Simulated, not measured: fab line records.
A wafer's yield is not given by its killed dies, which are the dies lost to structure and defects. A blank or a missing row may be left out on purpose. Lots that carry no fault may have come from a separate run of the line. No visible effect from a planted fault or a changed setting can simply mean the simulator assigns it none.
Which tool did it? ; flow nand-harc ; 18 wafers from 6 lots sampled at 2 of the route's 1302 steps

## WHAT THE GAUGES READ, wafer by wafer
NHARC_A_CONTACT_CD_MEAS_69 targets a cd of 300 nm.
lot;measured;on;cd-nm (nm)
L165;day 23 02:48;cd-sem-01;299.4 300.1 299.7
L166;day 23 22:04;cd-sem-02;299.4 299.8 299.4
L173;day 26 03:51;cd-sem-01;300.1 300.2 300.5
L179;day 27 15:47;cd-sem-03;300.2 300.2 300.5
L180;day 29 19:07;cd-sem-02;300.1 299.4 300.3
L183;day 30 14:30;cd-sem-02;299.4 299.8 299.1

## WHAT TOOL EACH LOT RAN ON (gives the tool, then ch and the chambers of the sampled wafers, and finally the start)
lot;NHARC_A_CONTACT_SOFTBAKE_64
L165;litho-track-01 ch 0, day 23 02:00
L166;litho-track-04 ch 0, day 23 21:00
L173;litho-track-01 ch 0, day 26 03:00
L179;litho-track-06 ch 0, day 27 15:00
L180;litho-track-01 ch 0, day 29 18:00
L183;litho-track-04 ch 0, day 30 14:00
- NHARC_A_CONTACT_SOFTBAKE_64: time 55 s.

## THE ANSWER, worked out from the rows above alone
Rule: usual is defined by the lots themselves. Put in order of their means at a reading, lots are off if they are a third of the lots or fewer, leave a main group of 4 or more, and stand apart from it by a gap of 3 or more times the standard deviation of the main group's means; of several such gaps the widest counts. A main group is skipped when, at the precision printed for the reading in the tables above, its means are all equal. Also off: a lot with no number at a reading for which 4 or more lots have one. The other lots that the step has rows for count as sound.
Across all readings shown, no lot is off: no conclusion can be drawn from this.

## WHAT WAS PUT IN BY THE SIMULATOR
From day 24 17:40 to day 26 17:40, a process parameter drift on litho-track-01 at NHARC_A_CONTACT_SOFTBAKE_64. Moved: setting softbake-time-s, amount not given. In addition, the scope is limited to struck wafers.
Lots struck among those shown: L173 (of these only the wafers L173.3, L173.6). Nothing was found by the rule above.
